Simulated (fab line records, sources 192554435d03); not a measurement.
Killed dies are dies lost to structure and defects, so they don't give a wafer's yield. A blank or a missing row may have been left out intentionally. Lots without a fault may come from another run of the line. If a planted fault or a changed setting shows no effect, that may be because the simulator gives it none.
Matching of chambers    flow n5Finfet    N5_GATE_CUT_HM_OPEN_40 on rieDiel-03 has 4 sister chambers
The step chemistry C4F6/O2, target SiO2, target depth 139 nm, time 85.1 s. 4 wafers are shown with their chamber, then 11 later ones without.

## WAFERS WITH THEIR CHAMBER
wafer   chamber  showerheadPlenumPTorr (Torr)
L083.5  1        2.92
L085.1  3        2.91
L088.2  2        2.83
L089.3  0        2.73

## WAFERS WHOSE CHAMBER IS MISSING
wafer   showerheadPlenumPTorr (Torr)
L089.4  2.91
L089.6  2.73
L090.2  2.73
L090.4  2.91
L090.5  2.82
L094.1  2.73
L094.4  2.73
L094.5  2.91
L096.1  2.82
L096.5  2.73
L096.6  2.91

## WHICH CHAMBER EACH WENT THROUGH
wafer    from the rows above   in truth
L089.4   3                     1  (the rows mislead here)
L089.6   0                     0
L090.2   0                     0
L090.4   3                     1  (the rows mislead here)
L090.5   2                     2
L094.1   0                     0
L094.4   0                     0
L094.5   3                     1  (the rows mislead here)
L096.1   2                     2
L096.5   0                     0
L096.6   3                     3
8 of 11 placed correctly. Can't be placed from these rows: 0. Placed wrongly: 3.
How it was worked out, from the rows above alone: a wafer's distance from a chamber is the root of the sum, over the readings, of the square of ((its reading less the chamber's mean) divided by the reading's scatter). The wafer belongs to the nearest chamber; if the next one is less than 2 further off, it can't be placed. Each chamber's mean is taken over the wafers shown for it. The scatter: with one shown wafer a chamber, the root of the mean of the squares of how far each hidden wafer lies from its nearest shown one.
